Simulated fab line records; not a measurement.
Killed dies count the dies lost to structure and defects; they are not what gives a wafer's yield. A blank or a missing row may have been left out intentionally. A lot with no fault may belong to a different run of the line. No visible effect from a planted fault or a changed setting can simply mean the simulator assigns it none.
Matching of chambers + flow nand-harc + NHARC_A_DECK1_JOINT_ETCHBACK_07 on rie-si-05: 4 sister chambers
The step etches the open film in HBr, target depth 105 nm, time 26.9 s. 4 wafers are shown with their chamber, then 8 later ones without.

== WAFERS WITH THEIR CHAMBER ==
| wafer  | chamber | oes-product-au (a.u.) |
|--------|---------|-----------------------|
| L082.5 | 3       | 0.996                 |
| L084.3 | 2       | 0.989                 |
| L086.6 | 1       | 0.987                 |
| L089.1 | 0       | 1.010                 |

== WAFERS MISSING THEIR CHAMBER ==
| wafer  | oes-product-au (a.u.) |
|--------|-----------------------|
| L089.4 | 1.003                 |
| L089.5 | 0.991                 |
| L092.1 | 0.997                 |
| L092.2 | 1.012                 |
| L092.5 | 0.996                 |
| L092.3 | 1.005                 |
| L092.4 | 1.027                 |
| L092.6 | 0.998                 |

== WHICH CHAMBER EACH ONE RAN IN ==
| wafer  | from the rows above               | in truth                   |
|--------|-----------------------------------|----------------------------|
| L089.4 | can't be placed: 3 or 0 or 2 or 1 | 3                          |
| L089.5 | can't be placed: 2 or 1 or 3      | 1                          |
| L092.1 | can't be placed: 3 or 2 or 1 or 0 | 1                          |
| L092.2 | 0                                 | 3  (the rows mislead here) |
| L092.5 | can't be placed: 3 or 2 or 1      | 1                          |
| L092.3 | can't be placed: 0 or 3 or 2 or 1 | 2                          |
| L092.4 | 0                                 | 0                          |
| L092.6 | can't be placed: 3 or 2 or 1 or 0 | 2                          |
Placed correctly: 1 of 8. From these rows, 6 cannot be placed; in 6 the true chamber is one of the candidates. 1 placed wrongly.
How it was worked out, from the rows above alone: a wafer's distance from a chamber is the root of the sum, over the readings, of the square of ((its reading less the chamber's mean) divided by the reading's scatter). If the next closest chamber is less than 2 further off than the closest, the wafer can't be placed; otherwise it belongs to the closest. Each chamber's mean is taken over the wafers shown for it. The scatter: with one shown wafer a chamber, the root of the mean of the squares of how far each hidden wafer lies from its nearest shown one.
